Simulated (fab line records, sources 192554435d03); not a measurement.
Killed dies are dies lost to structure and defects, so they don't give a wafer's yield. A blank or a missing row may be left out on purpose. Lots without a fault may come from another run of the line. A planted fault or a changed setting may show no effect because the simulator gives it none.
Which tool did it? | flow n5_finfet | 10 lots, 30 wafers sampled, at 4 steps of a route of 1938

WHAT THE GAUGES READ, wafer by wafer
N5_STI_FIN_REVEAL_INSPECT_13: inspects for defects (darkfield).
lot  | measured    | on                | raw_defect_count
L318 | day 2 23:50 | defect_inspect-02 | 14 6 16
L319 | day 3 03:15 | defect_inspect-01 | 9 6 7
L322 | day 3 20:25 | defect_inspect-02 | 11 12 7
L325 | day 4 13:09 | defect_inspect-02 | 10 10 4
L326 | day 4 22:26 | defect_inspect-02 | 10 11 10
L335 | day 7 00:42 | defect_inspect-02 | 510 9 7
L337 | day 7 12:43 | defect_inspect-02 | 16 7 16
L338 | day 7 19:34 | defect_inspect-01 | 12 10 3
L339 | day 8 01:50 | defect_inspect-01 | 9 17 8
L340 | day 8 06:50 | defect_inspect-02 | 14 11 14

WHICH TOOL RAN EACH LOT (tool, then ch and the chambers of the sampled wafers, then the start)
lot  | N5_FIN_CUT_ETCH_30                | N5_STI_FIN_REVEAL_ETCHBACK_08     | N5_STI_FIN_REVEAL_STRIP_35
L318 | rie_diel-06 ch 0,1,3, day 2 11:22 | rie_diel-01 ch 0,1,3, day 2 18:08 | wet_bench-01 ch 0,3,4, day 2 23:30
L319 | rie_diel-05 ch 0,1,3, day 2 16:18 | rie_diel-01 ch 0,2,3, day 3 00:13 | wet_bench-06 ch 4,5,6, day 3 02:55
L322 | rie_diel-02 ch 2,3, day 3 10:10   | rie_diel-03 ch 1,2,3, day 3 17:23 | wet_bench-06 ch 0,3,4, day 3 20:05
L325 | rie_diel-02 ch 0,1,2, day 4 03:29 | rie_diel-01 ch 0,2,3, day 4 10:06 | wet_bench-05 ch 2,4,5, day 4 12:49
L326 | rie_diel-05 ch 0,1,3, day 4 12:29 | rie_diel-01 ch 0,1,2, day 4 19:23 | wet_bench-01 ch 3,4,7, day 4 22:06
L335 | rie_diel-02 ch 1,2,3, day 6 15:05 | rie_diel-04 ch 1,2,3, day 6 21:40 | wet_bench-06 ch 0,3,4, day 7 00:21
L337 | rie_diel-02 ch 1,2,3, day 7 02:37 | rie_diel-03 ch 1,2,3, day 7 09:14 | wet_bench-01 ch 3,5,6, day 7 12:22
L338 | rie_diel-06 ch 0,2,3, day 7 09:55 | rie_diel-04 ch 0,1,2, day 7 16:31 | wet_bench-05 ch 2,3,4, day 7 19:14
L339 | rie_diel-05 ch 1,3, day 7 15:44   | rie_diel-01 ch 2,3, day 7 22:37   | wet_bench-01 ch 3,4,7, day 8 01:20
L340 | rie_diel-05 ch 1,2,3, day 7 21:06 | rie_diel-04 ch 1,3, day 8 03:47   | wet_bench-01 ch 5,6,7, day 8 06:29
- N5_FIN_CUT_ETCH_30: etches underlayer in N2/H2, target depth 13 nm, time 10.4 s.
- N5_STI_FIN_REVEAL_ETCHBACK_08: etches SiO2 in C4F6/O2, target depth 30.5 nm, time 10.167 s.
- N5_STI_FIN_REVEAL_STRIP_35: strips Si3N4 in H3PO4, target depth 4 nm, time 39 s.

THE ANSWER, worked out from the rows above alone
Rule: what is usual is taken from the lots themselves. Put in order of their means at a reading, lots are off if they are a third of the lots or fewer, leave a main group of 4 or more, and stand apart from it by a gap of 3 or more times the standard deviation of the main group's means; of several such gaps the widest counts. A main group whose means are all the same, to the digits that the tables above print for the reading, isn't used. A lot without any number at a reading at which 4 lots or more have one is off too. The other lots that the step has rows for count as sound.
Off: L335, at N5_STI_FIN_REVEAL_INSPECT_13 (raw_defect_count). The main group: mean 10, standard deviation 2.
A tool fits if, at a process step before that reading, it ran every lot that is off, and no sound lot after the first of them. The gauges at N5_STI_FIN_REVEAL_INSPECT_13 are tried like those tools. One fits: wet_bench-06 at N5_STI_FIN_REVEAL_STRIP_35. Its last sound lot is L322 (day 3 20:05), its first lot that is off L335 (day 7 00:21): a fault that began between those two fits.

WHAT THE SIMULATOR HAD PUT IN
Chamber particle source: wet_bench-06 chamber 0, from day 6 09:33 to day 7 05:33, at N5_STI_FIN_REVEAL_STRIP_35. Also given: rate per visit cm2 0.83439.
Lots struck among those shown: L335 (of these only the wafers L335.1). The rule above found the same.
